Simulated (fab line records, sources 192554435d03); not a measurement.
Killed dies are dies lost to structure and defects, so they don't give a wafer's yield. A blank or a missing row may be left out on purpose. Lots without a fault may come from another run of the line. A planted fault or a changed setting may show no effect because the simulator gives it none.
fab line records | flow n5_finfet
record lots=5 wafers=14 last_day=17
route steps=1938 shown BEOL_M0@741 BEOL_M1@751 BEOL_M4@1111
lots that met no fault: from a run of the same line without faults
start_h: hours from the record's first day to the start of the lot's first wafer shown | wait_h: hours since the lot's step before | " the same as in the row above | L1.1+2: a row that stands for several wafers | - no value, or no start given | * or withheld: withheld | < > ~ a bound
route shown NAME@n: a module of which the file shows steps, and the number in the route of the first | usual: mean/standard deviation of fault-free wafers | same: alike in all rows | chamber/n: place in a boat | sites: the reading at each site | _std_site: their standard deviation | _edge_site: outer sites' mean less inner sites' | radius_mm: how far each site lies from the wafer's centre | mask NAME#n: copy n | behind: the tool/chamber that last shaped the wafer | hold: why the lot was held/for how many hours/how that ended | device: the transistor (n, p or np) that didn't switch | end of line: the same wafers' tests at the end of the route | a step without rows: its recipe alone | killed: dies lost to structure and defects at the first sort, not the wafer's yield | map: a wafer's dies, x killed, . not, _ none there
set.NAME: the setting as run; set.NAME@STEP: as run at that earlier step | model.NAME: the simulator's own value behind a step, which no gauge read
lots at some steps of the route; a table a step, a row a wafer
services: from which hour (start_h, from the record's first day; less than 0 if before it) a tool's chamber was out of use, for how many hours, and why
## steps
# step N5_BEOL_M0_ECD_118
# recipe material=Cu target_thk_a=3000
# step N5_BEOL_M0_ANNEAL_119
# recipe temp_c=225 time_s=90 ambient=N2
# step N5_BEOL_M0_CMP_120
# recipe stop_on=SiOC t_overpolish_s=6.9 down_force_psi=1 platen_rpm=50 clearing_platen_down_force_psi=1.5 clearing_platen_rpm=50 post_cmp_clean=cu_alkaline clearing_platen_pad_velocity_m_s=0.99484 pad_velocity_m_s=0.99484
# step N5_BEOL_M0_PRE_CLEAN_131
# recipe gas=NH3/H2 time_s=15 temp_c=* rf_power_w=300
# step N5_BEOL_M0_CO_CAP_123
# recipe material=Co target_thk_a=20 temp_c=200 precursor=CCTBA/H2 pressure_torr=30 time_s=102.1
# step N5_BEOL_M0_PRE_CLEAN_124
# recipe gas=NH3 time_s=15 temp_c=withheld rf_power_w=300
# step N5_BEOL_M0_DEP_125
# recipe material=SiCN target_thk_a=80 temp_c=withheld precursor=3MS/NH3 pressure_torr=3 rf_w=202 time_s=14
# step N5_BEOL_M1_ILD_DEP_00
# recipe material=SiOC target_thk_a=790 temp_c=350 precursor=DEMS/O2 pressure_torr=5 rf_w=500 time_s=15.3
# step N5_BEOL_M1_PECVD_72
# recipe material=SiO2 target_thk_a=160 temp_c=400 precursor=TEOS/O2 pressure_torr=5.5 rf_w=450 teos_flow_sccm=53.8 gas=O2 flow_sccm=3000 time_s=18
# usual chamber_pressure_Torr=5.500/0.013 heater_power_w=754/88 rf_fwd_power_W=445.1/1.9 showerhead_plenum_p_Torr=8.79/0.071 throttle_valve_pct=22.3/1.1
# columns lot.wafer tool chamber start_h wait_h chamber_pressure_Torr heater_power_w rf_fwd_power_W showerhead_plenum_p_Torr throttle_valve_pct model.SiO2_of_BEOL_M1_PECVD_72.thk_nm
L931.1 pecvd-04 2 140.44 0.0 5.502 653 443.7 8.71 20.8 15.8
L931.2 " 1 " " 5.511 723 444.1 8.74 22.4 15.8
L931.3 " 0 " " 5.511 830 447.4 8.85 22.0 16.2
L940.1 pecvd-02 1 192.82 0.0 5.496 677 444.6 8.79 23.7 15.6
L940.5 " 0 " " 5.504 727 446.4 8.84 22.2 16
L940.6 " 2 " " 5.478 754 444.4 8.82 23.2 16
L942.2 pecvd-04 0 209.21 0.0 5.491 696 - 8.86 22.0 13.2
L942.4 " 1 " " 5.492 677 - 8.75 22.4 13
L942.5 " 2 " " 5.489 666 445.5 8.71 20.9 16.4
L947.2 pecvd-04 1 232.47 0.0 5.514 835 - 8.77 22.3 12.6
L947.5 " 2 " " 5.492 622 445.1 8.71 20.7 16.2
L946.4 pecvd-04 0 232.96 0.1 5.517 791 - 8.87 22.1 13.2
L946.5 " 2 " " 5.494 681 445.9 8.72 20.8 16.4
L946.6 " 1 " " 5.514 831 445.1 8.74 22.9 16.2
# step N5_BEOL_M1_HM_DEP_02
# recipe material=TiN target_thk_a=200 temp_c=25 chamber_pressure_pa=0.49996
# step N5_BEOL_M1_COAT_61
# recipe resist=SOC temp_c=250 time_s=60 spin_rpm=1500 resist_thk_nm=60
# step N5_BEOL_M1_COAT_62
# recipe resist=SiARC temp_c=220 time_s=60 spin_rpm=1500 resist_thk_nm=12
# step N5_BEOL_M1_COAT_73
# recipe resist=underlayer temp_c=205 time_s=60 spin_rpm=1500 resist_thk_nm=5
# step N5_BEOL_M1_COAT_05
# recipe resist=CAR-EUV spin_rpm=1500 resist_thk_nm=30
# step N5_BEOL_M1_EBR_07
# recipe solvent=PGMEA ebr_width_mm=1.5
# step N5_BEOL_M1_SOFTBAKE_06
# recipe temp_c=110 time_s=60 resist=CAR-EUV
# step N5_BEOL_M1_EXPOSE_08
# recipe mask_id=M1 na=0.33 source_shape=dipole sigma_inner=0.369 sigma_outer=0.767 polarization=unpolarized dose_mj=33
# step N5_BEOL_M1_PEB_09
# recipe peb_temp_c=100 peb_time_s=60 resist=CAR-EUV
# step N5_BEOL_M1_DEVELOP_10
# recipe develop_time_s=30 developer=TMAH resist=CAR-EUV rinse_liquid=surfactant_rinse dry=air_spin dev_temp_c=23
# step N5_BEOL_M1_DESCUM_16
# recipe chemistry=O2 time_s=7 source_power_w=50 bias_power_w=20 pressure_mtorr=20 rf_frequency_hz=2.712e+07 temp_c=40 resist=CAR-EUV o2_flow_sccm=225
# step N5_BEOL_M1_ETCH_74
# recipe chemistry=N2/H2 target=underlayer target_depth_a=65 mask_material=CAR-EUV time_s=5.2 ion_energy_ev=200 pressure_mtorr=30 source_w=840 bias_w=150 n2_flow_sccm=200 h2_flow_sccm=200 ends=cleared
# step N5_BEOL_M1_ETCH_63
# recipe chemistry=CF4 target=SiARC target_depth_a=156 mask_material=CAR-EUV time_s=26 ion_energy_ev=80 pressure_mtorr=40 source_w=545 bias_w=36 Ar_flow_sccm=100 cf4_flow_sccm=100 ends=cleared
# step N5_BEOL_M1_ETCH_64
# recipe chemistry=N2/H2 target=SOC target_depth_a=750 overetch_a=150 mask_material=SiARC temp_c=40 time_s=112.5 ion_energy_ev=200 pressure_mtorr=30 source_w=840 bias_w=150 n2_flow_sccm=200 h2_flow_sccm=200
# step N5_BEOL_M1_STRIP_65
# recipe chemistry=N2/H2 temp_c=40 n2_flow_sccm=200 h2_flow_sccm=200 rf_frequency_hz=6e+07
# step N5_BEOL_M1_STRIP_75
# recipe chemistry=N2/H2 temp_c=40 n2_flow_sccm=200 h2_flow_sccm=200 rf_frequency_hz=6e+07
# step N5_BEOL_M1_STRIP_66
# recipe chemistry=CF4 resist=SiARC power_w=300 bias_power_w=75 pressure_mtorr=50 cf4_flow_sccm=150 rf_frequency_hz=6e+07
# step N5_BEOL_M1_HM_OPEN_17
# recipe chemistry=Cl2/BCl3 target_depth_a=200 overetch_a=60 target=TiN mask_material=SOC ion_energy_ev=150 pressure_mtorr=10 icp_w=1000 bias_w=126 Cl2_flow_sccm=53.25 bcl3_flow_sccm=21.75 Ar_flow_sccm=25
# step N5_BEOL_M1_STRIP_19
# recipe chemistry=O2 power_w=400 temp_c=40 pressure_mtorr=30 rf_frequency_hz=6e+07 bias_power_w=0 overash_fraction=0.2 o2_flow_sccm=225
# step N5_BEOL_M1_COAT_67
# recipe resist=SOC temp_c=250 time_s=60 spin_rpm=1500 resist_thk_nm=60
# step N5_BEOL_M1_COAT_68
# recipe resist=SiARC temp_c=220 time_s=60 spin_rpm=1500 resist_thk_nm=12
# step N5_BEOL_M1_COAT_76
# recipe resist=underlayer temp_c=205 time_s=60 spin_rpm=1500 resist_thk_nm=5
# step N5_BEOL_M1_COAT_22
# recipe resist=CAR-EUV spin_rpm=1500 resist_thk_nm=30
# step N5_BEOL_M1_EBR_24
# recipe solvent=PGMEA ebr_width_mm=1.5
# step N5_BEOL_M1_SOFTBAKE_23
# recipe temp_c=110 time_s=60 resist=CAR-EUV
# step N5_BEOL_M1_HM_STRIP_39
# recipe chemistry=peroxide_tin_strip material=TiN target_depth_a=250 temp_c=50 time_s=158
# columns lot.wafer tool chamber start_h wait_h model.SiO2_of_BEOL_M1_PECVD_72.thk_nm
L931.1+2 wet_bench-06 1,3 144.02 0.0 15.8
L931.3 " 6 " " 16
L940.1 wet_bench-06 5 204.33 0.0 15.6
L940.5+6 " 1,0 " " 15.8
L942.2 wet_bench-03 3 230.79 0.0 13
L942.4 " 7 " " 12.8
L942.5 " 0 " " 16.2
L947.2 wet_bench-05 2 239.91 0.0 12.4
L947.5 " 0 " " 16
L946.4 wet_bench-06 2 242.59 0.0 13
L946.5 " 1 " " 16.2
L946.6 " 6 " " 16
# step N5_BEOL_M1_CMP_52
# recipe stop_on=SiOC t_overpolish_s=6.8 down_force_psi=1 platen_rpm=50 clearing_platen_down_force_psi=1.5 clearing_platen_rpm=50 post_cmp_clean=cu_alkaline target_thk_nm=40 clearing_platen_pad_velocity_m_s=0.99484 pad_velocity_m_s=0.99484
# usual barrier_field_endpoint_s=24.6/0.68 motor_current_A=6.0/0.73 platen_rpm=50.00/0.041 retaining_ring_pressure_frac=1.000/0.0052
# columns lot.wafer tool chamber start_h wait_h barrier_field_endpoint_s motor_current_A platen_rpm retaining_ring_pressure_frac
L931.2 cmp-04 2 148.86 0.2 25.6 5.8 50.03 0.996
L931.1 " 0 " " 24.6 6.4 50.03 1.003
L931.3 " 1 " " 25.1 5.4 50.02 1.002
L940.1 cmp-01 0 208.10 0.3 24.7 5.3 50.09 0.998
L940.5 " 3 " " 24.8 6.4 50.10 0.993
L940.6 " 0 " " 24.8 5.5 50.05 0.999
L942.4 cmp-01 0 235.18 0.6 20.5 5.8 50.07 0.995
L942.2 " 1 " " 21.2 5.2 49.96 0.998
L942.5 " 2 " " 25.0 6.6 49.95 0.996
L947.2 cmp-01 0 243.09 0.3 20.4 5.6 50.00 1.001
L947.5 " 2 " " 25.1 6.9 49.93 1.003
L946.4 cmp-02 1 246.38 0.5 21.2 7.4 49.94 0.996
L946.5 " 2 " " 25.5 5.8 49.94 1.003
L946.6 " 3 " " 24.7 5.4 50.02 0.996
# step N5_BEOL_M4_RC_MEAS_101
# usual DIBL_N=36.4/1.6 DIBL_P=36.2/1.8 IOFF_N=0.159/0.029 IOFF_P=0.21/0.034 ION_N=670/12 ION_P=459/8.2 SS_N=71.5/0.59 SS_P=73.2/0.54 VT_N=250/3.3 VT_P=-250/3.7
# columns lot.wafer tool chamber start_h wait_h DIBL_N[mV/V] DIBL_P[mV/V] IOFF_N[nA/um] IOFF_P[nA/um] ION_N[uA/um] ION_P[uA/um] SS_N[mV/dec] SS_P[mV/dec] VT_N[mV] VT_P[mV]
L931.1 prober-02 0 203.63 0.0 34.2 31.6 0.120 0.18 654 455 70.5 72.3 253 -250
L931.2 " 0 " " 34.3 32.4 0.126 0.19 663 454 71.2 72.0 252 -245
L931.3 " 0 " " 37.1 36.5 0.160 0.25 676 469 70.9 74.0 249 -246
L940.1 prober-01 0 259.90 0.0 37.5 36.6 0.162 0.19 655 444 71.5 73.4 254 -254
L940.5 " 0 " " 35.2 35.0 0.129 0.17 660 451 71.4 72.3 253 -253
L940.6 " 0 " " 38.4 38.9 0.180 0.22 662 453 71.8 73.8 253 -252
L942.2 prober-02 0 278.40 0.2 37.9 37.1 0.174 0.22 672 456 72.0 73.4 250 -252
L942.4 " 0 " " 36.1 34.8 0.153 0.19 667 451 71.5 72.8 250 -254
L942.5 " 0 " " 37.7 36.0 0.163 0.21 670 458 72.4 73.5 249 -250
L947.2 prober-01 0 290.46 0.2 36.5 37.1 0.165 0.23 676 465 70.7 73.9 249 -245
L947.5 " 0 " " 36.2 37.5 0.159 0.23 673 471 70.4 72.7 250 -246
L946.4 prober-01 0 294.06 0.5 35.4 34.5 0.132 0.18 663 457 71.2 73.0 255 -251
L946.5 " 0 " " 34.9 34.4 0.132 0.18 662 457 71.7 72.9 254 -254
L946.6 " 0 " " 34.7 35.0 0.125 0.18 656 449 71.9 73.6 257 -253
## services
# columns tool chamber start_h hours kind
pecvd-02 1 119.52 2.1 scheduled_down
pecvd-02 - 149.95 0.2 repair
cmp-04 - 154.17 0.5 repair
pecvd-02 - 163.60 0.6 repair
pecvd-02 - 181.91 2.8 pm
pecvd-04 0 188.12 5.5 scheduled_down
pecvd-04 2 193.58 2.1 scheduled_down
pecvd-02 2 202.38 - clean
pecvd-02 2 202.38 - consumable_replace:showerhead
pecvd-02 2 202.38 29.0 scheduled_down
pecvd-02 2 202.38 29.0 vent_cycle
cmp-02 - 212.68 4.0 pm
cmp-02 - 216.68 - consumable_replace:conditioner
cmp-02 - 216.68 - consumable_replace:pad
cmp-04 - 217.00 5.3 pm
cmp-01 - 244.21 6.1 repair
## key
first_sign step=N5_BEOL_M1_CMP_52 reading=barrier_field_endpoint_s direction=down sigmas=5.6 usual=24.6 struck=20.8
effect none on later readings
model_effect step=N5_BEOL_M1_PECVD_72 value=SiO2_of_BEOL_M1_PECVD_72.thk_nm without=16.2 struck=13
model_effect step=N5_BEOL_M1_HM_STRIP_39 value=SiO2_of_BEOL_M1_PECVD_72.thk_nm without=16 struck=12.8
met_at N5_BEOL_M1_PECVD_72
struck_wafers L942.2,L942.4,L946.4,L947.2
onset_between 140.44 209.21
fault kind=process_parameter_drift tool=pecvd-04 chamber=- onset_h=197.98 steps=N5_BEOL_M1_PECVD_72 channel=time_s offset=* shape=step end_h=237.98 scope=struck_wafers_only acts_in=* stated=*
